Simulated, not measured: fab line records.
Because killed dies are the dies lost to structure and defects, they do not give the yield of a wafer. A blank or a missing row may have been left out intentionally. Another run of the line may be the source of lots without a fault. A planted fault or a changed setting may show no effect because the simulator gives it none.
Split-lot trial :: flow n5_finfet :: 21 wafers read from 7 lots, route of 1938 steps

THE SPLIT
At N5_BEOL_M12_TRENCH_ETCH_34 (etches SiOC in C4F8/O2/Ar, target depth 318.95 nm, time 125.5 s), the setting time_s was moved away from the recipe's 125.5 s on 11 of the 21 wafers read, by -19.6% to +15.5%. The other wafers ran this setting at the recipe's value.

FROM THE SPLIT ON TO THE READING: in between, the file shows 1 step
- N5_BEOL_M12_STRIP_70: strips in C4F8/O2/Ar

THE READING
trench_depth_nm, in nm, at N5_BEOL_M12_OCD_MEAS_35. On this fab line, fault-free wafers typically give 322 nm with a standard deviation of 5.2 nm.

wafer: L076.3
tool, chamber at the split: rie_diel-05, 2
time_s as run, s: 142.2
against the recipe: +13.3%
trench_depth_nm, nm: 366
against lot-mates on the recipe: +41

wafer: L076.5
tool, chamber at the split: rie_diel-05, 3
time_s as run, s: 125.5
against the recipe: recipe
trench_depth_nm, nm: 325
against lot-mates on the recipe: -

wafer: L076.6
tool, chamber at the split: rie_diel-05, 2
time_s as run, s: 142.2
against the recipe: +13.3%
trench_depth_nm, nm: 368
against lot-mates on the recipe: +43

wafer: L079.2
tool, chamber at the split: rie_diel-05, 1
time_s as run, s: 125.5
against the recipe: recipe
trench_depth_nm, nm: 328
against lot-mates on the recipe: -

wafer: L079.5
tool, chamber at the split: rie_diel-05, 3
time_s as run, s: 125.5
against the recipe: recipe
trench_depth_nm, nm: 329
against lot-mates on the recipe: -

wafer: L079.6
tool, chamber at the split: rie_diel-05, 0
time_s as run, s: 125.5
against the recipe: recipe
trench_depth_nm, nm: 326
against lot-mates on the recipe: -

wafer: L078.1
tool, chamber at the split: rie_diel-03, 3
time_s as run, s: 100.9
against the recipe: -19.6%
trench_depth_nm, nm: 266
against lot-mates on the recipe: -60

wafer: L078.3
tool, chamber at the split: rie_diel-03, 2
time_s as run, s: 125.5
against the recipe: recipe
trench_depth_nm, nm: 326
against lot-mates on the recipe: -

wafer: L078.6
tool, chamber at the split: rie_diel-03, 3
time_s as run, s: 100.9
against the recipe: -19.6%
trench_depth_nm, nm: 264
against lot-mates on the recipe: -62

wafer: L080.1
tool, chamber at the split: rie_diel-01, 2
time_s as run, s: 107.2
against the recipe: -14.6%
trench_depth_nm, nm: 279
against lot-mates on the recipe: -37

wafer: L080.3
tool, chamber at the split: rie_diel-01, 1
time_s as run, s: 125.5
against the recipe: recipe
trench_depth_nm, nm: 315
against lot-mates on the recipe: -

wafer: L080.4
tool, chamber at the split: rie_diel-01, 0
time_s as run, s: 125.5
against the recipe: recipe
trench_depth_nm, nm: 317
against lot-mates on the recipe: -

wafer: L083.3
tool, chamber at the split: rie_diel-01, 2
time_s as run, s: 110.3
against the recipe: -12.1%
trench_depth_nm, nm: 292
against lot-mates on the recipe: -37

wafer: L083.4
tool, chamber at the split: rie_diel-01, 0
time_s as run, s: 110.3
against the recipe: -12.1%
trench_depth_nm, nm: 277
against lot-mates on the recipe: -52

wafer: L083.6
tool, chamber at the split: rie_diel-01, 2
time_s as run, s: 125.5
against the recipe: recipe
trench_depth_nm, nm: 329
against lot-mates on the recipe: -

wafer: L085.3
tool, chamber at the split: rie_diel-03, 0
time_s as run, s: 125.5
against the recipe: recipe
trench_depth_nm, nm: 318
against lot-mates on the recipe: -

wafer: L085.5
tool, chamber at the split: rie_diel-03, 1
time_s as run, s: 145
against the recipe: +15.5%
trench_depth_nm, nm: 371
against lot-mates on the recipe: +53

wafer: L085.6
tool, chamber at the split: rie_diel-03, 0
time_s as run, s: 145
against the recipe: +15.5%
trench_depth_nm, nm: 365
against lot-mates on the recipe: +47

wafer: L087.2
tool, chamber at the split: rie_diel-03, 0
time_s as run, s: 115.1
against the recipe: -8.3%
trench_depth_nm, nm: 292
against lot-mates on the recipe: -33

wafer: L087.4
tool, chamber at the split: rie_diel-03, 2
time_s as run, s: 115.1
against the recipe: -8.3%
trench_depth_nm, nm: 298
against lot-mates on the recipe: -27

wafer: L087.5
tool, chamber at the split: rie_diel-03, 2
time_s as run, s: 125.5
against the recipe: recipe
trench_depth_nm, nm: 325
against lot-mates on the recipe: -

THE FIT
A straight line over all 21 wafers: trench_depth_nm changes by +3.06 nm for each +1% of time_s; r = +0.99; the points scatter about the line by 4.9 nm.
The same after taking each lot's own level away (the mean of its wafers on the recipe; 21 wafers): +3.19 nm for each +1%; r = +0.99; scatter 4.3 nm.
According to that fit, moving time_s by its largest amount changes the reading by 62 nm.
Across the lots, their own levels run from 316.0 to 329.0 nm, a range of 2.5 times the standard deviation given above.
The two slopes agree, so the slope changes little with the lot-to-lot level.
Check: -63.4 nm against its lot-mates is what the line predicts for one of the wafers moved furthest among these (-19.6%) when that wafer is left out of the fit. Against them it came out at -60 nm.

ADDITIONAL SPLITS CARRIED BY THESE WAFERS
These wafers also went through other splits before the reading. Each is held against what the fit with the lots' levels taken away leaves over:
other split on the same wafers: N5_BEOL_M9_HM_DEP_02 target_thk_a
wafers away from the commonest value: 6
r with trench_depth_nm (lot level and that fit taken away): +0.46

other split on the same wafers: N5_BEOL_M10_COAT_59 spin_rpm
wafers away from the commonest value: 6
r with trench_depth_nm (lot level and that fit taken away): +0.11

other split on the same wafers: N5_BEOL_M10_VIA_ETCH_34 bias_w
wafers away from the commonest value: 8
r with trench_depth_nm (lot level and that fit taken away): -0.17

other split on the same wafers: N5_BEOL_M10_TRENCH_ETCH_37 bias_w
wafers away from the commonest value: 8
r with trench_depth_nm (lot level and that fit taken away): -0.15

other split on the same wafers: N5_BEOL_M11_COAT_22 spin_rpm
wafers away from the commonest value: 5
r with trench_depth_nm (lot level and that fit taken away): +0.16

other split on the same wafers: N5_BEOL_M11_EXPOSE_25 dose_mj
wafers away from the commonest value: 7
r with trench_depth_nm (lot level and that fit taken away): +0.14

THE WHOLE CHAIN: every reading that the file lists as answering this split, in the file's order
step: N5_BEOL_M12_TRENCH_ETCH_34
what it does: etches SiOC in C4F8/O2/Ar, target depth 318.95 nm, time 125.5 s
reading: etch.depth_nm (the simulator's own value, which no gauge read)
change (the file's fit): +3.14 nm for each +1% of the setting
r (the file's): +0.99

step: N5_BEOL_M12_OCD_MEAS_35
what it does: 
reading: trench_depth_nm
change (the file's fit): +3.14 nm for each +1% of the setting
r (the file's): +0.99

THE FILE'S OWN FIT
trench_depth_nm changes by +3.14 nm for each +1% of time_s, r = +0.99.
